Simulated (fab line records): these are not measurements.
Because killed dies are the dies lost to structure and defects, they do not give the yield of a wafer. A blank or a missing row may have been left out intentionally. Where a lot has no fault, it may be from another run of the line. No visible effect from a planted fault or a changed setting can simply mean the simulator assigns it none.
A lot that was struck, set against a sound lot + flow nand-harc + 15 out of 1159 route steps
Sound: these wafers, L381.4, L381.5, L381.6. Wafers L386.2, L386.3, L386.5 were the ones struck. Last of all comes the cause.
Order at every step that has rows: each side's tool, ch and its chambers, its first start. Under that, the readings that differ: sound wafers + struck wafers + difference of the means + sigmas: that difference in standard deviations of wafers without a fault.
alike: readings whose means differ by less than 2 such deviations, and words and numbers that are the same on both sides. not compared: withheld readings, readings that some wafer has no value for, bounds like >300 that may hide the same value, and numbers for which the record gives no deviation and whose values overlap.
A row with sigmas, a row that says differs or no value, or rows on one side alone: a step with any of these is where the two part. Non-overlapping numbers with no deviation appear without sigmas and do not part them. A reading missing from all wafers of one side parts the sides only when that side holds two or more wafers.

NHARC_P_BONDPAD_CD_MEAS_09: the cd target is 500 nm.
  sound on cd-sem-03 ch 0, day 7 09:34; struck on cd-sem-01 ch 0, day 8 10:41
  alike: cd-nm
NHARC_P_BONDPAD_OVL_MEAS_38:
  sound on overlay-01, day 7 09:39; struck on overlay-01, day 8 10:46
| reading           | sound       | struck | difference | sigmas |
|-------------------|-------------|--------|------------|--------|
| overlay-y-nm (nm) | -11 -11 -11 | 9 9 8  | +20        | +4     |
  alike: overlay-x-nm
then, 1 step without rows for these wafers: NHARC_P_BONDPAD_HARDBAKE_10 (time 65 s).
NHARC_P_BONDPAD_DESCUM_11: chemistry O2, time 3 s.
  sound on rie-diel-08 ch 0,1,2, day 7 09:49; struck on rie-diel-08 ch 2,3, day 8 10:55
  alike: chamber-pressure-mTorr, drypump-motor-current-A, oes-product-au, rf-vpp-V, showerhead-plenum-p-Torr, throttle-valve-pct
  not compared: rf-hours-counter-h
NHARC_P_BONDPAD_ETCH_37: etches the open film in N2/H2, target depth 60 nm, overetch 18 nm, time 65.91 s.
  sound on rie-diel-08 ch 0,1,2, day 7 09:54; struck on rie-diel-08 ch 0,3, day 8 10:59
  alike: chamber-pressure-mTorr, drypump-motor-current-A, oes-product-au, rf-vpp-V, showerhead-plenum-p-Torr, throttle-valve-pct
  not compared: rf-hours-counter-h
NHARC_P_BONDPAD_ETCH_12: etches the open film in CHF3/O2, target depth 200 nm, time 100 s.
  sound on rie-diel-08 ch 0,1,2; struck on rie-diel-08 ch 0,1,2
  alike: chamber-pressure-mTorr, drypump-motor-current-A, oes-product-au, rf-vpp-V, showerhead-plenum-p-Torr, throttle-valve-pct
  not compared: rf-hours-counter-h
NHARC_P_BONDPAD_CD_MEAS_13:
  sound on cd-sem-01, day 7 10:09; struck on cd-sem-02, day 8 11:13
  alike: cd-nm
then, 3 steps without rows for these wafers: NHARC_P_BONDPAD_STRIP_15 (strips in O2); NHARC_P_BONDPAD_ETCH_24 (etches the open film in CF4/N2, target depth 30 nm, time 72.99 s); NHARC_P_BONDPAD_STRIP_16 (strips in post etch residue remover, time 600 s).
NHARC_P_BONDPAD_DEGAS_25: time 60 s.
  sound on pvd-sputter-01, day 7 10:47; struck on pvd-sputter-03, day 8 11:50
  alike: heater-power-w
NHARC_P_BONDPAD_PRE_CLEAN_26: time 30 s.
  sound on pvd-sputter-01; struck on pvd-sputter-03
  alike: heater-power-w
NHARC_P_BONDPAD_PVD_17: deposits TaN, target thk 5 nm, time 8.06 s.
  sound on pvd-sputter-01, day 7 10:54; struck on pvd-sputter-03, day 8 12:13
  alike: cathode-dc-power-W, throttle-valve-pct
then, 1 step without rows for these wafers: NHARC_P_BONDPAD_PVD_27 (deposits Cu, target thk 30 nm, time 20.49 s).
-- jump in the record: it breaks off in module P_BONDPAD and resumes in module END (first step shown: number 1159 of the route), and 13 days separate the struck wafers' starts before and after --
NHARC_END_SORT_01:
  sound on prober-02 ch 0, day 20 13:21; struck on prober-01 ch 0, day 21 04:05
| reading                  | sound          | struck         | difference | sigmas |
|--------------------------|----------------|----------------|------------|--------|
| defect-limited-yield (%) | 97.3 98.2 97.9 | 93.5 96.3 94.4 | -3.1       | -2     |
| killed-at-array          | 10 6 11        | 40 20 34       | +22        | +2     |
| killed-dies              | 18 12 14       | 44 25 38       | +21        | +2     |
| sort_bin_4_pct (%)       | 1.5 1.0 1.5    | 4.4 2.4 3.4    | +2.1       | +2     |
| sort-n-pass              | 659 665 663    | 633 652 639    | -21        | -2     |
| sort-yield-pct (%)       | 97.3 98.2 97.9 | 93.5 96.3 94.4 | -3.1       | -2     |
  alike: killed-at-other, killed-at-periphery, killed-open, killed-short, sort_bin_2_pct, sort_bin_3_pct, sort-rim-yield-pct

== WHERE THEY PART ==
Earliest at NHARC_P_BONDPAD_OVL_MEAS_38; latest, in this record, at NHARC_END_SORT_01.

WHY: what the simulator had put in
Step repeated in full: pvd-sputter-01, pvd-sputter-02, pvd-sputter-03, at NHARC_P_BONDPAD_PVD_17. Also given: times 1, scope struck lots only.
